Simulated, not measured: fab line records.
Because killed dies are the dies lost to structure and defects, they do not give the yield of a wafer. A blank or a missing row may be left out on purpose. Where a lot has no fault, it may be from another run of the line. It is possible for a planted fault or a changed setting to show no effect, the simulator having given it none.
fab line records	flow nandHarc
record: lots: 14	wafers: 42	lastDay: 24
route steps=1159 shown P_GATE@152 P_CONTACT@217 END@1159
lots with no fault: from the same line, run without faults
startH: hours from the record's first day to the start of the lot's first wafer shown	waitH: time in hours since the lot's previous step	" same as the row above	L1.1+2: one row covering several wafers at once	- value missing, or start not given	* or withheld: withheld	< > ~ a bound
route shown NAME@n: names a module that has steps shown in the file, with the first one's number in the route	usual: mean/standard deviation taken from wafers without a fault	same: alike in all rows	chamber/n: place in a boat	sites: per-site readings	_std_site: the values' standard deviation	_edge_site: outer sites' mean less inner sites'	radiusMm: for every site, how far away it sits from the centre of the wafer	mask NAME#n: copy n	behind: the last tool/chamber to shape the wafer	hold: the reason the lot was held/the length of the hold in hours/how it ended	device: names the non-switching transistor (n, p or np)	end of line: the route-end tests of the same wafers	where a step has no rows: the recipe by itself	killed: dies that structure and defects cost at the first sort, which is not the same as the wafer's yield	map: dies across one wafer; x = killed, . = not, _ = none there
set.NAME: the setting that was run; set.NAME@STEP: the one run at that earlier step	model.NAME: the simulator's own value behind a step, which no gauge read
steps of the route over a sample of lots; a table a step, a row a wafer
services: from which hour (startH, from the record's first day; less than 0 if before it) a tool's chamber was out of use, for how many hours, and why
== steps ==
step: NHARC_P_GATE_STRIP_35
recipe: timeS: 600	tempC: 130	chemistry: SPM
usual: bathGuardTempC: 130.1/0.5	tempC: 129.98/0.13
same: timeS: 600
lot.wafer	tool	chamber	startH	waitH	bathGuardTempC	tempC
L297.6	wetBench-02	4	87.42	0.1	130.5	129.81
L297.5	"	7	"	"	129.1	129.97
L297.1	"	0	"	"	130.0	129.81
L298.4	wetBench-02	0	94.30	0.1	129.7	129.89
L298.1	"	1	"	"	129.8	129.87
L298.2	"	3	"	"	130.1	130.17
L300.6	wetBench-02	1	105.87	0.1	130.0	130.08
L300.5	"	4	"	"	130.0	129.95
L300.1	"	6	"	"	129.8	130.12
L299.6	wetBench-02	4	106.65	0.1	130.4	129.94
L299.4	"	6	"	"	129.9	129.95
L299.2	"	7	"	"	129.4	130.22
L301.6	wetBench-05	1	116.79	0.1	130.5	129.78
L301.2	"	3	"	"	129.9	129.87
L301.1	"	6	"	"	131.1	130.02
L302.1	wetBench-02	6	117.42	0.1	129.9	129.85
L302.3	"	7	"	"	129.2	130.04
L302.2	"	0	"	"	129.9	129.94
L303.5	wetBench-01	4	133.68	0.1	130.6	129.87
L303.6	"	5	"	"	130.1	129.82
L303.2	"	6	"	"	130.4	129.98
L305.6	wetBench-05	2	133.92	0.1	129.8	129.84
L305.1	"	5	"	"	131.5	129.93
L305.3	"	6	"	"	130.7	129.98
L304.6	wetBench-02	1	134.41	0.1	130.2	129.94
L304.5	"	4	"	"	130.1	130.09
L304.1	"	5	"	"	129.7	130.12
L307.1	wetBench-02	2	154.83	0.1	129.9	130.16
L307.6	"	3	"	"	130.3	130.14
L307.4	"	4	"	"	130.3	130.04
L310.6	wetBench-02	2	171.65	0.1	129.8	129.98
L310.4	"	5	"	"	129.5	130.11
L310.1	"	7	"	"	128.6	130.18
L316.1	wetBench-05	3	205.52	0.1	129.9	130.03
L316.2	"	5	"	"	130.9	129.95
L316.4	"	6	"	"	131.0	129.87
L318.1	wetBench-01	0	211.19	0.1	130.8	130.07
L318.6	"	1	"	"	129.4	129.87
L318.5	"	3	"	"	130.9	129.90
L319.4	wetBench-05	1	221.90	0.1	130.6	129.96
L319.3	"	3	"	"	130.2	130.05
L319.6	"	5	"	"	130.5	130.17
step: NHARC_P_GATE_DEGAS_109
recipe: tempC: 300	timeS: 60
usual: heaterPowerW: 466/51
same: timeS: 60
lot.wafer	tool	chamber	startH	waitH	heaterPowerW
L297.1	pvdSputter-02	-	103.78	0.1	499
L297.5	"	-	"	"	552
L297.6	"	-	"	"	542
L298.1	pvdSputter-02	-	111.18	0.1	534
L298.4	"	-	"	"	535
L298.2	"	-	"	"	510
L300.1	pvdSputter-02	-	122.85	0.1	491
L300.5	"	-	"	"	545
L300.6	"	-	"	"	496
L299.2	pvdSputter-03	-	123.22	0.1	397
L299.4	"	-	"	"	402
L299.6	"	-	"	"	449
L301.2	pvdSputter-01	-	133.45	0.1	436
L301.1	"	-	"	"	449
L301.6	"	-	"	"	392
L302.2	pvdSputter-02	-	134.03	0.1	514
L302.1	"	-	"	"	549
L302.3	"	-	"	"	527
L303.2	pvdSputter-01	-	150.17	0.1	465
L303.5	"	-	"	"	449
L303.6	"	-	"	"	470
L305.3	pvdSputter-03	-	150.69	0.1	501
L305.1	"	-	"	"	393
L305.6	"	-	"	"	500
L304.1	pvdSputter-02	-	151.51	0.1	530
L304.5	"	-	"	"	542
L304.6	"	-	"	"	542
L307.4	pvdSputter-03	-	171.27	0.1	395
L307.1	"	-	"	"	501
L307.6	"	-	"	"	401
L310.4	pvdSputter-01	-	189.87	0.1	467
L310.1	"	-	"	"	391
L310.6	"	-	"	"	466
L316.1	pvdSputter-03	-	222.22	0.1	404
L316.2	"	-	"	"	449
L316.4	"	-	"	"	506
L318.1	pvdSputter-03	-	228.57	0.1	399
L318.5	"	-	"	"	402
L318.6	"	-	"	"	449
L319.4	pvdSputter-03	-	238.27	0.1	452
L319.3	"	-	"	"	410
L319.6	"	-	"	"	468
step: NHARC_P_GATE_INSPECT_68
usual: rawDefectCount: 225/100
lot.wafer	tool	chamber	startH	waitH	rawDefectCount
L297.1	defectInspect-02	-	104.72	0.2	274
L297.5	"	-	"	"	268
L297.6	"	-	"	"	412
L298.1	defectInspect-01	-	112.13	0.2	265
L298.2	"	-	"	"	242
L298.4	"	-	"	"	199
L300.1	defectInspect-01	-	123.80	0.2	238
L300.5	"	-	"	"	256
L300.6	"	-	"	"	374
L299.2	defectInspect-02	-	124.17	0.1	128
L299.4	"	-	"	"	105
L299.6	"	-	"	"	126
L301.1	defectInspect-01	-	134.47	0.2	136
L301.2	"	-	"	"	183
L301.6	"	-	"	"	163
L302.1	defectInspect-01	-	134.98	0.2	154
L302.2	"	-	"	"	248
L302.3	"	-	"	"	178
L303.2	defectInspect-02	-	151.24	0.1	150
L303.5	"	-	"	"	112
L303.6	"	-	"	"	159
L305.1	defectInspect-01	-	151.72	0.2	122
L305.3	"	-	"	"	91
L305.6	"	-	"	"	136
L304.1	defectInspect-02	-	152.46	0.2	132
L304.5	"	-	"	"	220
L304.6	"	-	"	"	525
L307.1	defectInspect-02	-	172.39	0.2	833
L307.4	"	-	"	"	925
L307.6	"	-	"	"	998
L310.1	defectInspect-01	-	190.83	0.2	1157
L310.4	"	-	"	"	890
L310.6	"	-	"	"	1129
L316.1	defectInspect-01	-	224.21	0.2	347
L316.2	"	-	"	"	267
L316.4	"	-	"	"	326
L318.1	defectInspect-01	-	229.57	0.2	179
L318.5	"	-	"	"	157
L318.6	"	-	"	"	215
L319.3	defectInspect-02	-	239.27	0.1	215
L319.4	"	-	"	"	316
L319.6	"	-	"	"	328
step: NHARC_P_CONTACT_DEP_30
recipe: targetThkA: 300	tempC: 400	targetThkNm: 30	flowSccm: 200	rfW: 450	material: SiNx
usual: heaterPowerW: 715/110	rfFwdPowerW: 448.9/1.5
lot.wafer	tool	chamber	startH	waitH	heaterPowerW	rfFwdPowerW
L297.1	pecvd-04	0	105.38	0.7	730	446.4
L297.6	"	0	"	"	732	451.3
L297.5	"	1	"	"	737	448.2
L298.1	pecvd-04	2	112.20	0.1	545	448.3
L298.2	"	1	"	"	740	450.1
L298.4	"	1	"	"	728	450.6
L300.1	pecvd-02	1	123.91	0.1	695	448.1
L300.5	"	1	"	"	709	448.5
L300.6	"	2	"	"	688	450.4
L299.2	pecvd-02	2	124.40	0.2	754	450.9
L299.4	"	1	"	"	623	447.3
L299.6	"	0	"	"	695	448.3
L301.1	pecvd-02	2	134.53	0.1	734	447.8
L301.2	"	1	"	"	771	448.7
L301.6	"	2	"	"	726	452.5
L302.3	pecvd-04	0	135.05	0.1	722	450.0
L302.1	"	1	"	"	729	448.3
L302.2	"	2	"	"	504	449.6
L303.2	pecvd-03	2	151.39	0.1	866	449.4
L303.5	"	1	"	"	785	447.7
L303.6	"	2	"	"	853	448.6
L305.1	pecvd-03	1	151.80	0.1	727	449.4
L305.3	"	2	"	"	826	446.5
L305.6	"	1	"	"	728	450.5
L304.1	pecvd-04	1	152.57	0.1	711	447.5
L304.6	"	0	"	"	760	447.6
L304.5	"	1	"	"	731	447.5
L307.1	pecvd-03	1	172.75	0.4	782	450.9
L307.6	"	1	"	"	763	450.2
L307.4	"	0	"	"	583	448.7
L310.1	pecvd-04	2	190.98	0.1	583	449.0
L310.4	"	0	"	"	657	447.6
L310.6	"	1	"	"	619	447.8
L316.1	pecvd-03	0	224.28	0.1	660	446.5
L316.2	"	1	"	"	746	451.3
L316.4	"	0	"	"	638	446.4
L318.1	pecvd-02	2	229.64	0.1	815	449.3
L318.5	"	0	"	"	677	449.0
L318.6	"	1	"	"	734	448.3
L319.3	pecvd-04	2	239.45	0.2	587	451.0
L319.6	"	2	"	"	559	450.4
L319.4	"	0	"	"	746	446.4
step: NHARC_END_SORT_01
recipe: tempC: 25
usual: killedAtArray: 31/12	killedAtOther: 0.6/0.85	killedAtPeriphery: 3.0/2.3	killedDies: 35/12	killedOpen: 3.2/1.9	killedShort: 1.8/1.4
same: grossDies: 677
lot.wafer	tool	chamber	startH	waitH	killedAtArray	killedAtOther	killedAtPeriphery	killedDies	killedOpen	killedShort
L307.1	prober-01	0	508.69	2.5	30	1	68	99	2	2
L307.4	prober-01	0	511.11	3.4	32	2	64	98	3	1
L307.6	prober-01	0	512.73	4.0	28	1	88	117	1	0
L310.1	prober-02	0	541.51	2.5	36	0	93	129	4	2
L310.4	prober-02	0	543.91	3.4	29	1	47	77	3	3
L310.6	prober-02	0	545.50	4.0	33	1	66	100	5	1
L316.1	prober-02	0	557.16	2.5	15	0	5	20	2	1
L316.2	prober-02	0	557.95	2.8	9	0	2	11	2	1
L316.4	prober-02	0	559.53	3.4	23	1	7	31	5	6
killed by level:class
L307.1 P_GATE:unspecified=67 A_CHANNEL_HOLE_D1:chamberFilmFlake=14 A_STAIRCASE:chamberFilmFlake=6 A_SLIT:chamberFilmFlake=4 A_CONTACT:chamberFilmFlake=2 P_CONTACT:geometricParticle:open=1 A_WL_FILL:geometricParticle:short=1 A_CONTACT:geometricParticle:open=1
L307.4 P_GATE:unspecified=62 A_CHANNEL_HOLE_D1:chamberFilmFlake=14 A_SLIT:chamberFilmFlake=10 A_STAIRCASE:chamberFilmFlake=3 A_ONON_D1:geometricParticle:open=2 A_WL_FILL:chamberFilmFlake=2 THIN_TSV:chamberFilmFlake=2 P_M0:geometricParticle:short=1
L307.6 P_GATE:unspecified=88 A_SLIT:chamberFilmFlake=11 A_CHANNEL_HOLE_D1:chamberFilmFlake=11 A_WL_FILL:chamberFilmFlake=3 A_CONTACT:chamberFilmFlake=2 A_ONON_D1:geometricParticle:open=1 THIN_TSV:chamberFilmFlake=1
L310.1 P_GATE:unspecified=92 A_SLIT:chamberFilmFlake=16 A_CHANNEL_HOLE_D1:chamberFilmFlake=6 A_STAIRCASE:chamberFilmFlake=3 A_CONTACT:geometricParticle:short=2 A_CONTACT:geometricParticle:open=2 A_ZERO_WELL:chamberFilmFlake=2 A_CONTACT:chamberFilmFlake=2
L310.4 P_GATE:unspecified=44 A_SLIT:chamberFilmFlake=13 A_STAIRCASE:chamberFilmFlake=5 A_CHANNEL_HOLE_D1:chamberFilmFlake=4 A_CONTACT:chamberFilmFlake=2 P_GATE:geometricParticle:open=1 P_CONTACT:geometricParticle:short=1 P_M0:geometricParticle:open=1
L310.6 P_GATE:unspecified=64 A_SLIT:chamberFilmFlake=17 A_STAIRCASE:chamberFilmFlake=6 A_CHANNEL_HOLE_D1:chamberFilmFlake=3 A_CONTACT:chamberFilmFlake=2 P_STI:geometricParticle:short=1 A_ONON_D1:geometricParticle:open=1 A_CHANNEL_FILL_D1:geometricParticle:open=1
L316.1 A_CHANNEL_HOLE_D1:chamberFilmFlake=7 P_CONTACT:chamberFilmFlake=5 A_CHANNEL_FILL_D1:chamberFilmFlake=2 A_ONON_D1:geometricParticle:open=1 A_M0:geometricParticle:open=1 A_M1:geometricParticle:short=1 A_ZERO_WELL:chamberFilmFlake=1 A_WL_FILL:chamberFilmFlake=1
L316.2 A_CHANNEL_HOLE_D1:chamberFilmFlake=4 A_STAIRCASE:chamberFilmFlake=2 P_M2:geometricParticle:open=1 A_CHANNEL_HOLE_D1:geometricParticle:open=1 A_M1:geometricParticle:short=1 P_CONTACT:chamberFilmFlake=1 A_WL_FILL:chamberFilmFlake=1
L316.4 A_CHANNEL_HOLE_D1:chamberFilmFlake=10 P_CONTACT:chamberFilmFlake=5 A_CHANNEL_FILL_D1:geometricParticle:short=2 A_WL_FILL:geometricParticle:open=2 P_CONTACT:geometricParticle:short=1 P_M1:geometricParticle:open=1 A_SOURCE_PLATE:geometricParticle:open=1 A_STAIRCASE:geometricParticle:short=1
== services ==
tool	chamber	startH	hours	kind
pvdSputter-03	-	102.00	10.0	pm
pecvd-04	0	110.11	19.3	repair
pecvd-03	-	111.00	13.0	pm
pecvd-02	1	143.85	4.5	repair
pecvd-02	-	153.43	13.0	pm
pvdSputter-01	-	158.00	10.0	pm
pecvd-04	-	161.77	0.6	repair
wetBench-02	-	180.11	8.0	pm
wetBench-02	0	188.11	-	consumableReplace:bath
wetBench-02	0	188.11	-	consumableReplace:filter
wetBench-02	1	188.11	-	consumableReplace:bath
wetBench-02	1	188.11	-	consumableReplace:filter
wetBench-02	2	188.11	-	consumableReplace:bath
wetBench-02	2	188.11	-	consumableReplace:filter
wetBench-02	3	188.11	-	consumableReplace:bath
wetBench-02	3	188.11	-	consumableReplace:filter
wetBench-02	4	188.11	-	consumableReplace:bath
wetBench-02	4	188.11	-	consumableReplace:filter
wetBench-02	5	188.11	-	consumableReplace:bath
pecvd-04	-	195.80	13.0	pm
wetBench-05	-	196.80	8.0	pm
wetBench-01	-	213.60	8.0	pm
pvdSputter-02	-	214.00	10.0	pm
pecvd-02	2	233.49	16.3	repair
== key ==
firstSign: step: NHARC_P_GATE_INSPECT_68	reading: rawDefectCount	direction: up	sigmas: 7.4	usual: 225	struck: 989
effect: step: NHARC_END_SORT_01	reading: killedAtPeriphery	direction: up	sigmas: 30	usual: 3.0	struck: 71
moreKillsBornAt: NHARC_P_GATE_STRIP_35@wetBench-02: 417
metAt NHARC_P_GATE_STRIP_35
struckLots L307,L310
testerLeftOut L307,L310
notActingAt NHARC_P_GATE_DEGAS_109,NHARC_P_CONTACT_DEP_30
onsetBetween 134.41 154.83
fault: kind: chamberParticleSource	tool: wetBench-02	chamber: -	onsetH: 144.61	steps: NHARC_P_GATE_STRIP_35	ratePerVisitCm2: 1.0603	endH: 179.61
testerLeftOut: of these lots the tester's yield and bins aren't shown, on N5 and GAA mostly nor the transistor test; their killed dies are dies lost to structure and defects alone, not to doping, threshold or leakage, so they don't give the yield
